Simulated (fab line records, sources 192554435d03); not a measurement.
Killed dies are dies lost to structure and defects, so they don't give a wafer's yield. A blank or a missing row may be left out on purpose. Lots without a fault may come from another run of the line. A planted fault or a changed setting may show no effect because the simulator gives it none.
Problem report in the 8D (eight disciplines) form, filled by code | flow n5_finfet | the parts of the form that need people (team, actions taken, sign-off) are left out

1. THE PROBLEM
cd_nm at N5_SD_EPI_P_CD_MEAS_09 reads a mean of 235.2 nm on 4 wafers of 3 lots; wafers without a fault read 240.1 nm with a standard deviation of 0.7. That is -7.0 standard deviations from the usual mean.
The step: target cd 240 nm.
First seen on wafer L822.2, day 6 08:24, on cd_sem-03. The record holds 26 wafers of 9 lots with a number at this step. Rule for "out", or "out of limits": more than 4 standard deviations from the usual mean. The other wafers with a number count as sound.

2. WHAT IT IS AND WHAT IT IS NOT
question                    | is                              | is not
which readings at this step | cd_nm                           | -
which lots                  | L822, L823, L827                | L816, L820, L829, L830, L831, L832
which wafers of those lots  | L822.2, L823.1, L823.2, L827.2  | L822.4, L822.6, L823.4, L827.4
read on which gauges        | cd_sem-01, cd_sem-02, cd_sem-03 | -
when                        | from day 6 08:24                | up to then (8 sound wafers); but 14 sound wafers of L823, L827, L829, L830, L831, L832 came after

3. SUSPECTS, AND WHAT RULES EACH OUT
Counting: a tool at a process step up to the reading stays a suspect if it ran every lot that is out. Sound lots after the first of them don't rule it out here, since some wafers of a struck lot are sound.
- the gauge at N5_SD_EPI_P_CD_MEAS_09: ruled out. The wafers that are out were read on 3 gauges (cd_sem-01, cd_sem-02, cd_sem-03).
- litho_track-02 at N5_SD_EPI_P_PEB_07 (peb time 60 s): kept. It ran every lot that is out, first L822 (day 6 08:20); its last sound lot up to then is L820 (day 5 19:04). Its own readings are out on those wafers: heater_power_total_W.
Left after counting: litho_track-02 at N5_SD_EPI_P_PEB_07.

4. THE CAUSE (what the simulator had put in)
Process parameter drift: litho_track-02, from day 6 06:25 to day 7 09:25, at N5_SD_EPI_P_PEB_07. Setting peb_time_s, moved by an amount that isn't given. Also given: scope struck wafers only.
Counting left only this tool.

5. THE CHAIN OF EFFECTS, in route order
Each row: a reading whose mean over the struck wafers that have a number lies more than 3 standard deviations from the usual. Only readings for which the record gives a usual standard deviation are gone through. hours: the time from each lot's start at the first step in this table that gives one to its start at this step, as a median over the lots. sigmas: the change in usual standard deviations.
hours | step                   | reading              | usual    | on struck wafers | change | sigmas
0     | N5_SD_EPI_P_PEB_07     | heater_power_total_W | 175.1 W  | 194.3            | +19.2  | +11
0     | N5_SD_EPI_P_CD_MEAS_09 | cd_nm                | 240.1 nm | 235.2            | -4.9   | -7.0
The process steps in it:
- N5_SD_EPI_P_PEB_07: peb time 60 s.
Later measuring or inspecting steps at which every struck wafer that the step has a row for has a number for every such reading, and none has moved that far: N5_BEOL_M4_RC_MEAS_101.

6. WHAT WOULD HAVE CAUGHT IT SOONER
In this record the first reading out of limits at a measuring or inspecting step was taken at day 6 08:24, 2 hours after the fault began at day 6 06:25.
The tool's own readings at N5_SD_EPI_P_PEB_07 were out on every struck wafer that the step has a row for (heater_power_total_W): an alarm limit on them would have fired on the first of those.
Of the lots that are out (3), L823, L827 began N5_SD_EPI_P_PEB_07 on litho_track-02 after day 6 08:24. A hold on the tool at that time would have spared those 2.
